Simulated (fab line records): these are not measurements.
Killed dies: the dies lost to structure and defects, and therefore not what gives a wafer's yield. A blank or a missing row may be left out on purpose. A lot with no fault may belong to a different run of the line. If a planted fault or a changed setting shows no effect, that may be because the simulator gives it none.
fab line records	flow nandHarc
record: lots: 7	wafers: 21	lastDay: 33
route steps=1302 shown A_SLIT@928
lots that met no fault: from a run of the same line without faults
startH: hours from the record's first day to the start of the lot's first wafer shown	waitH: how many hours have passed since the lot's step before this one	" repeats the value in the row above	L1.1+2: a row that stands for several wafers	- value missing, or start not given	* or withheld: withheld	< > ~ a bound
route shown NAME@n: NAME is a module with steps in the file, n the number in the route of the first one	usual: mean and standard deviation over wafers with no fault	same: alike in all rows	chamber/n: place in a boat	sites: each site's reading	_std_site: how widely they spread, as a standard deviation	_edge_site: mean of outer sites minus mean of inner sites	radiusMm: how far each site lies from the wafer's centre	mask NAME#n: copy n	behind: the most recent tool/chamber to have shaped the wafer	hold: the reason the lot was held/the length of the hold in hours/how it ended	device: names the non-switching transistor (n, p or np)	end of line: tests of these same wafers at the route's end	step lacking rows: just its recipe	killed: the dies lost at the first sort to structure and to defects; this is not the yield of the wafer	map: per-die view of a wafer (x killed, . not killed, _ where there is no die)
set.NAME: the setting the step ran with; set.NAME@STEP: the setting that earlier step ran with	model.NAME: the simulator's own value behind a step, which no gauge read
certain route steps with their lots: each step a table, each wafer a row
services: the hour from which a tool's chamber was out of use, counted from the record's first day as startH (under 0 if before that day), plus the number of hours and why
== steps ==
step: NHARC_A_SLIT_SOFTBAKE_04
recipe: tempC: 105	timeS: 55
step: NHARC_A_SLIT_EBR_05
step: NHARC_A_SLIT_EXPOSE_06
recipe: na: 1.35	doseMj: 60.82	maskId: SLIT
step: NHARC_A_SLIT_PEB_07
recipe: pebTempC: 100	pebTimeS: 65
step: NHARC_A_SLIT_DEVELOP_08
recipe: developTimeS: 35	devTempC: 23
step: NHARC_A_SLIT_CD_MEAS_09
recipe: targetCdNm: 300	landingEnergyEv: 500
usual: cdNm: 300.0/0.54
lot.wafer	tool	chamber	startH	waitH	cdNm
L720.1	cdSem-01	0	557.20	-	299.3
L720.4	"	0	"	"	298.8
L720.5	"	0	"	"	299.4
L718.1	cdSem-01	0	560.31	-	299.6
L718.3	"	0	"	"	299.6
L718.6	"	0	"	"	299.7
L717.2	cdSem-02	0	567.14	-	300.0
L717.4	"	0	"	"	300.4
L717.6	"	0	"	"	299.9
L723.2	cdSem-01	0	592.26	-	299.5
L723.3	"	0	"	"	299.7
L723.5	"	0	"	"	298.7
L728.3	cdSem-01	0	651.90	-	299.9
L728.5	"	0	"	"	299.4
L728.6	"	0	"	"	300.6
L729.1	cdSem-02	0	659.14	-	300.2
L729.4	"	0	"	"	299.8
L729.5	"	0	"	"	299.7
L730.1	cdSem-01	0	680.91	-	299.8
L730.3	"	0	"	"	299.9
L730.6	"	0	"	"	300.3
step: NHARC_A_SLIT_OVL_MEAS_10
usual: overlayXNm: 0.0/0.89	overlayYNm: 0.2/0.94
lot.wafer	tool	chamber	startH	waitH	overlayXNm	overlayYNm
L720.1	overlay-01	-	557.29	-	-1.2	-0.5
L720.4	"	-	"	"	-0.8	-0.3
L720.5	"	-	"	"	-1.2	-0.6
L718.1	overlay-01	-	560.40	-	1.5	1.3
L718.3	"	-	"	"	1.3	0.4
L718.6	"	-	"	"	1.1	1.4
L717.2	overlay-02	-	567.23	-	-0.4	0.6
L717.4	"	-	"	"	0.0	0.7
L717.6	"	-	"	"	-0.5	0.5
L723.2	overlay-02	-	592.35	-	-2.1	-1.1
L723.3	"	-	"	"	-2.1	-1.0
L723.5	"	-	"	"	-1.6	-0.2
L728.3	overlay-01	-	651.99	-	-0.2	1.0
L728.5	"	-	"	"	-0.8	1.1
L728.6	"	-	"	"	-0.6	1.0
L729.1	overlay-02	-	659.23	-	0.5	1.8
L729.4	"	-	"	"	0.4	1.2
L729.5	"	-	"	"	0.6	1.6
L730.1	overlay-02	-	681.01	-	-0.3	1.2
L730.3	"	-	"	"	-0.2	1.0
L730.6	"	-	"	"	-0.5	0.4
step: NHARC_A_SLIT_INSPECT_11
usual: rawDefectCount: 56/28
lot.wafer	tool	chamber	startH	waitH	rawDefectCount
L720.1	defectInspect-02	-	557.33	0.0	34
L720.4	"	-	"	"	29
L720.5	"	-	"	"	27
L718.1	defectInspect-02	-	560.44	0.0	49
L718.3	"	-	"	"	60
L718.6	"	-	"	"	63
L717.2	defectInspect-01	-	567.27	0.0	42
L717.4	"	-	"	"	37
L717.6	"	-	"	"	36
L723.2	defectInspect-02	-	592.38	0.0	48
L723.3	"	-	"	"	59
L723.5	"	-	"	"	45
L728.3	defectInspect-01	-	652.02	0.0	69
L728.5	"	-	"	"	58
L728.6	"	-	"	"	61
L729.1	defectInspect-01	-	659.26	0.0	18
L729.4	"	-	"	"	28
L729.5	"	-	"	"	19
L730.1	defectInspect-01	-	681.05	0.0	38
L730.3	"	-	"	"	43
L730.6	"	-	"	"	37
step: NHARC_A_SLIT_DESCUM_14
recipe: timeS: 3	o2FlowSccm: 200	arFlowSccm: 0	biasPowerW: 0	chemistry: O2
usual: drypumpMotorCurrentA: 5.8/0.45	oesProductAu: 1.002/0.0092	rfVppV: 57.9/0.88	showerheadPlenumPTorr: 1.92/0.085	throttleValvePct: 11.314/0.0086
lot.wafer	tool	chamber	startH	waitH	drypumpMotorCurrentA	oesProductAu	rfHoursCounterH	rfVppV	showerheadPlenumPTorr	throttleValvePct
L720.1	rieDiel-05	0	557.40	0.1	5.5	0.990	5.5	56.9	1.86	11.314
L720.4	"	1	"	"	6.3	1.007	5.6	56.4	1.90	11.316
L720.5	"	0	"	"	5.5	0.997	-	58.0	1.86	11.306
L718.3	rieDiel-07	3	560.50	0.1	5.2	0.994	6.6	58.4	2.04	11.324
L718.1	"	1	"	"	6.2	1.021	3.9	58.5	2.02	11.307
L718.6	"	2	"	"	5.9	0.998	-	57.6	1.96	11.324
L717.2	rieDiel-05	3	567.33	0.1	6.1	1.000	7.4	57.0	1.82	11.310
L717.4	"	2	"	"	6.1	0.999	7.0	57.3	2.02	11.323
L717.6	"	0	"	"	5.5	1.000	-	56.8	1.86	11.323
L723.3	rieDiel-07	1	592.46	0.1	6.2	1.009	5.6	58.6	2.02	11.318
L723.2	"	2	"	"	5.8	1.009	8.0	57.8	1.96	11.332
L723.5	"	3	"	"	5.2	1.010	-	57.1	2.04	11.317
L728.3	rieDiel-05	3	652.11	0.1	6.1	1.004	4.8	57.8	1.82	11.314
L728.5	"	0	"	"	5.5	0.991	-	58.4	1.86	11.314
L728.6	"	1	"	"	6.2	1.003	-	57.3	1.90	11.323
L729.4	rieDiel-07	1	659.34	0.1	6.2	1.006	0.1	59.0	2.02	11.314
L729.1	"	2	"	"	5.8	1.006	0.2	57.3	1.96	11.305
L729.5	"	3	"	"	5.2	1.004	-	58.1	2.04	11.319
L730.1	rieDiel-03	1	681.13	0.1	4.9	1.005	1.0	57.4	1.83	11.317
L730.3	"	2	"	"	5.7	1.014	0.7	57.0	1.79	11.303
L730.6	"	3	"	"	6.6	1.001	-	58.7	1.88	11.322
step: NHARC_A_SLIT_ETCH_24
recipe: targetDepthA: 1210	timeS: 60.5	cf4FlowSccm: 100	chf3FlowSccm: 30	arFlowSccm: 0	rfW: 500	biasW: 200	chemistry: CF4/CHF3
usual: biasW: 200.0/0.65	cf4FlowSccm: 100.00/0.3	chf3FlowSccm: 29.99/0.084	drypumpMotorCurrentA: 5.8/0.45	oesProductAu: 0.967/0.013	rfVppV: 370.9/2.3	showerheadPlenumPTorr: 1.58/0.066	throttleValvePct: 16.803/0.0085
lot.wafer	tool	chamber	startH	waitH	biasW	cf4FlowSccm	chf3FlowSccm	drypumpMotorCurrentA	oesProductAu	rfHoursCounterH	rfVppV	showerheadPlenumPTorr	throttleValvePct
L720.4	rieDiel-05	3	557.48	0.1	199.6	99.96	30.04	6.1	0.965	6.3	368.8	1.50	16.808
L720.1	"	0	"	"	199.6	100.30	30.10	5.5	0.968	5.5	368.2	1.53	16.789
L720.5	"	2	"	"	200.2	100.22	30.02	6.1	0.962	-	374.2	1.66	16.819
L718.1	rieDiel-07	3	560.60	0.1	200.5	99.93	29.97	5.2	0.972	6.6	373.0	1.67	16.801
L718.3	"	1	"	"	200.3	99.76	30.12	6.2	0.976	3.9	373.5	1.65	16.796
L718.6	"	2	"	"	199.7	100.30	29.93	5.9	0.964	-	373.2	1.61	16.811
L717.4	rieDiel-05	1	567.42	0.1	200.8	100.04	30.06	6.2	0.992	6.2	372.2	1.56	16.807
L717.2	"	0	"	"	200.2	100.66	30.05	5.5	0.958	6.6	369.0	1.53	16.806
L717.6	"	1	"	"	200.8	100.33	29.99	6.2	0.982	-	369.4	1.56	16.793
L723.2	rieDiel-07	3	592.53	0.1	199.5	99.85	29.93	5.2	0.970	9.0	374.4	1.67	16.806
L723.3	"	0	"	"	200.3	100.08	29.93	5.8	0.952	6.7	373.4	1.63	16.782
L723.5	"	3	"	"	199.6	99.69	29.91	5.2	0.965	-	374.2	1.67	16.796
L728.3	rieDiel-05	1	652.17	0.1	199.6	99.76	29.92	6.3	0.950	4.3	369.6	1.56	16.815
L728.6	"	0	"	"	200.6	99.63	30.07	5.5	0.945	-	369.5	1.53	16.809
L728.5	"	1	"	"	199.6	99.58	29.94	6.3	0.966	-	369.8	1.56	16.795
L729.4	rieDiel-07	0	659.41	0.1	200.4	99.91	29.79	5.8	0.960	0.1	372.5	1.63	16.803
L729.1	"	3	"	"	199.9	99.83	30.03	5.2	0.959	0.1	373.8	1.67	16.808
L729.5	"	0	"	"	200.1	100.28	29.97	5.8	0.971	-	371.3	1.63	16.794
L730.1	rieDiel-03	2	681.21	0.1	199.6	100.08	30.04	5.7	0.963	0.7	368.2	1.48	16.811
L730.3	"	3	"	"	200.5	99.42	30.00	6.6	0.945	1.3	370.0	1.55	16.806
L730.6	"	1	"	"	199.9	99.81	30.00	4.8	0.973	-	369.0	1.51	16.807
step: NHARC_A_SLIT_ETCH_15
recipe: targetDepthA: 62000	overEtchFrac: 0.3	timeS: 1612	ionEnergyEv: 150	o2FlowSccm: 400	cosFlowSccm: 20	arFlowSccm: 0	rfW: 500	biasW: 300	chemistry: O2/COS
usual: biasW: 300.0/0.82	chamberPressureMTorr: 20.000/0.017	drypumpMotorCurrentA: 5.8/0.46	oesProductAu: 1.000/0.009	rfVppV: 314.4/2.1	showerheadPlenumPTorr: 3.14/0.13	throttleValvePct: 28.331/0.0089
lot.wafer	tool	chamber	startH	waitH	biasW	chamberPressureMTorr	drypumpMotorCurrentA	oesProductAu	rfHoursCounterH	rfVppV	showerheadPlenumPTorr	throttleValvePct
L720.4	rieDiel-05	3	-	-	300.0	20.004	6.1	0.994	6.5	313.7	2.98	28.321
L720.1	"	1	"	"	300.1	20.006	6.2	1.012	5.8	313.7	3.10	28.321
L720.5	"	0	"	"	299.6	20.005	5.5	1.005	-	314.6	3.04	28.342
L718.3	rieDiel-07	3	-	-	298.6	20.008	5.2	0.998	6.9	317.6	3.32	28.320
L718.1	"	1	"	"	300.0	19.977	6.2	1.017	4.2	316.3	3.28	28.337
L718.6	"	3	"	"	299.5	20.010	5.2	1.011	-	317.7	3.32	28.321
L717.4	rieDiel-05	3	-	-	299.8	19.968	6.1	0.994	7.7	311.1	2.98	28.342
L717.2	"	0	"	"	300.0	20.035	5.5	1.010	6.9	312.2	3.04	28.318
L717.6	"	2	"	"	300.8	19.988	6.1	0.995	-	316.8	3.29	28.334
L723.3	rieDiel-07	2	-	-	300.1	19.981	5.9	1.001	8.3	314.2	3.20	28.336
L723.2	"	3	"	"	300.0	20.009	5.2	1.005	9.3	316.0	3.32	28.343
L723.5	"	2	"	"	299.6	20.010	5.9	1.005	-	314.5	3.20	28.331
L728.3	rieDiel-05	3	-	-	299.4	20.011	6.1	0.993	5.0	313.2	2.98	28.331
L728.5	"	1	"	"	300.6	20.026	6.3	1.009	-	312.8	3.10	28.321
L728.6	"	2	"	"	299.2	20.016	6.1	1.006	-	316.3	3.28	28.323
L729.4	rieDiel-07	0	-	-	298.7	19.998	5.8	1.016	0.4	315.6	3.24	28.334
L729.1	"	1	"	"	299.6	20.012	6.2	1.010	0.4	316.1	3.28	28.338
L729.5	"	3	"	"	299.4	20.009	5.2	1.004	-	317.3	3.32	28.328
L730.1	rieDiel-03	1	-	-	300.6	19.979	4.9	0.999	1.3	312.3	2.99	28.337
L730.3	"	3	"	"	300.6	19.980	6.6	1.010	1.5	313.6	3.08	28.326
L730.6	"	1	"	"	301.0	19.995	4.8	1.011	-	311.9	2.99	28.331
step: NHARC_A_SLIT_ETCH_17
recipe: biasV: 900	sourceW: withheld	pressureMtorr: 20	arFlowSccm: 375	c4f8FlowSccm: 83.3	o2FlowSccm: 41.7	timeS: 4254.5	targetDepthA: 2.03e+05	chemistry: C4F8/O2/Ar
usual: c4f8FlowSccm: 83.35/0.25	chamberPressureMTorr: 19.998/0.019	drypumpMotorCurrentA: 5.6/0.56	showerheadPlenumPTorr: 3.63/0.14	throttleValvePct: 32.046/0.0088
lot.wafer	tool	chamber	startH	waitH	c4f8FlowSccm	chamberPressureMTorr	drypumpMotorCurrentA	rfHoursCounterH	showerheadPlenumPTorr	throttleValvePct
L720.1	harEtch-01	1	559.03	-	83.72	20.012	5.7	299	3.48	32.045
L720.4	"	0	560.86	-	83.42	19.989	4.7	-	3.63	32.064
L720.5	"	0	562.08	-	83.57	20.020	4.7	-	3.63	32.045
L718.1	harEtch-02	0	562.63	-	83.38	20.009	6.1	96	3.88	32.051
L718.3	"	1	"	"	83.14	19.991	6.1	-	3.59	32.054
L718.6	"	0	565.03	-	83.59	20.002	6.1	-	3.88	32.049
L717.2	harEtch-01	0	569.19	-	83.27	19.973	4.7	303	3.63	32.053
L717.4	"	1	"	"	82.98	20.016	5.7	-	3.48	32.039
L717.6	"	0	571.63	-	83.38	19.992	4.7	-	3.63	32.053
L723.2	harEtch-01	0	594.25	-	83.16	19.992	4.7	322	3.62	32.045
L723.3	"	1	596.06	-	83.68	19.981	5.7	-	3.47	32.031
L723.5	"	1	597.26	-	83.64	19.991	5.7	-	3.47	32.049
L728.3	harEtch-01	1	654.56	-	83.20	19.990	5.7	-	3.46	32.052
L728.5	"	1	655.77	-	83.22	20.014	5.7	-	3.46	32.034
L728.6	"	0	"	"	83.53	19.954	4.7	-	3.60	32.044
L729.1	harEtch-02	1	662.48	-	83.61	19.991	6.0	154	3.56	32.033
L729.4	"	1	663.68	-	83.74	19.985	6.0	-	3.56	32.041
L729.5	"	1	664.89	-	83.31	20.020	6.0	-	3.56	32.051
L730.1	harEtch-01	0	682.97	-	83.11	19.981	4.7	367	3.59	32.043
L730.3	"	0	684.20	-	83.19	20.001	4.7	-	3.59	32.058
L730.6	"	1	"	"	83.45	19.997	5.7	-	3.45	32.046
step: NHARC_A_SLIT_ETCH_26
recipe: biasV: 400	sourceW: 2000	pressureMtorr: 25	timeS: 90	arFlowSccm: 375	c4f8FlowSccm: 41.7	o2FlowSccm: 83.3	targetDepthA: 4000	chemistry: C4F8/O2/Ar
usual: biasV: 400/4.3	c4f8FlowSccm: 41.69/0.12	drypumpMotorCurrentA: 5.6/0.55	showerheadPlenumPTorr: 3.66/0.15	throttleValvePct: 27.619/0.0087
lot.wafer	tool	chamber	startH	waitH	biasV	c4f8FlowSccm	drypumpMotorCurrentA	rfHoursCounterH	showerheadPlenumPTorr	throttleValvePct
L720.1	harEtch-01	1	562.70	3.1	405	41.76	5.7	302	3.51	27.616
L720.4	"	0	"	"	403	41.62	4.7	-	3.66	27.622
L720.5	"	0	"	"	404	41.61	4.7	-	3.66	27.630
L718.1	harEtch-02	0	565.67	2.4	-	-	-	-	-	-
L718.3	"	1	"	"	-	-	-	-	-	-
L718.6	"	0	"	"	-	-	-	-	-	-
L717.2	harEtch-01	0	572.27	2.5	-	-	-	-	-	-
L717.4	"	1	"	"	-	-	-	-	-	-
L717.6	"	0	"	"	-	-	-	-	-	-
L723.2	harEtch-01	0	597.86	3.0	-	-	-	-	-	-
L723.3	"	1	"	"	-	-	-	-	-	-
L723.5	"	1	"	"	-	-	-	-	-	-
L728.3	harEtch-01	1	657.05	1.9	404	41.70	5.7	-	3.48	27.623
L728.5	"	1	"	"	399	41.79	5.7	-	3.48	27.611
L728.6	"	0	"	"	392	41.70	4.7	-	3.63	27.609
L729.1	harEtch-02	1	666.09	3.0	397	41.90	6.0	157	3.58	27.635
L729.4	"	1	"	"	404	41.75	6.0	-	3.58	27.618
L729.5	"	1	"	"	407	41.64	6.0	-	3.58	27.610
L730.1	harEtch-01	0	686.08	2.5	398	41.70	4.7	370	3.62	27.615
L730.3	"	0	"	"	399	41.70	4.7	-	3.62	27.604
L730.6	"	1	"	"	397	41.56	5.7	-	3.47	27.626
step: NHARC_A_SLIT_STRIP_28
recipe: o2FlowSccm: 400	cosFlowSccm: 20	arFlowSccm: 0	biasW: 0	chemistry: O2/COS
== services ==
tool	chamber	startH	hours	kind
rieDiel-05	0	538.12	-	clean
rieDiel-05	1	538.12	-	clean
rieDiel-05	2	538.12	-	clean
rieDiel-05	3	538.12	-	clean
rieDiel-07	1	543.46	2.5	repair
rieDiel-05	0	547.85	1.2	repair
rieDiel-07	0	553.74	-	clean
rieDiel-07	1	553.74	-	clean
rieDiel-07	2	553.74	-	clean
rieDiel-07	3	553.74	-	clean
rieDiel-07	0	560.11	10.3	repair
rieDiel-05	0	562.62	-	clean
rieDiel-05	1	562.62	-	clean
rieDiel-05	2	562.62	-	clean
rieDiel-05	3	562.62	-	clean
rieDiel-07	-	568.61	0.5	repair
rieDiel-07	0	578.24	-	clean
rieDiel-05	-	583.60	9.0	pm
rieDiel-03	-	607.11	0.4	repair
rieDiel-05	2	613.38	4.1	repair
rieDiel-03	-	635.30	9.0	pm
rieDiel-07	-	648.24	9.0	pm
rieDiel-05	-	657.26	1.0	repair
rieDiel-03	2	662.16	7.8	repair
== key ==
firstSign: step: NHARC_A_SLIT_ETCH_26	reading: toolRecord	direction: missing
effect none on later readings
metAt NHARC_A_SLIT_ETCH_26
struckWafers L717.2,L717.4,L717.6,L718.1,L718.3,L718.6,L723.2,L723.3,L723.5
laterRowsLeftOut L717.2,L717.4,L717.6,L718.1,L718.3,L718.6,L723.2,L723.3,L723.5
sortLeftOut L717.2,L717.4,L717.6,L718.1,L718.3,L718.6,L723.2,L723.3,L723.5
testerLeftOut L717,L718,L723
onsetBetween 562.70 565.67
fault: kind: skippedStepWhole	tool: harEtch-01,harEtch-02	chamber: -	onsetH: 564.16	steps: NHARC_A_SLIT_ETCH_26	scope: struckLotsOnly
testerLeftOut: of these lots the tester's yield and bins aren't shown, on N5 and GAA mostly nor the transistor test; their killed dies are dies lost to structure and defects alone, not to doping, threshold or leakage, so they don't give the yield
sortLeftOut: the simulated sort isn't trusted on such a fault, so these wafers' sort isn't shown, and their yield isn't known
laterRowsLeftOut: the simulator's readings of these wafers behind a module that went badly wrong aren't trusted and aren't shown, but for the sort
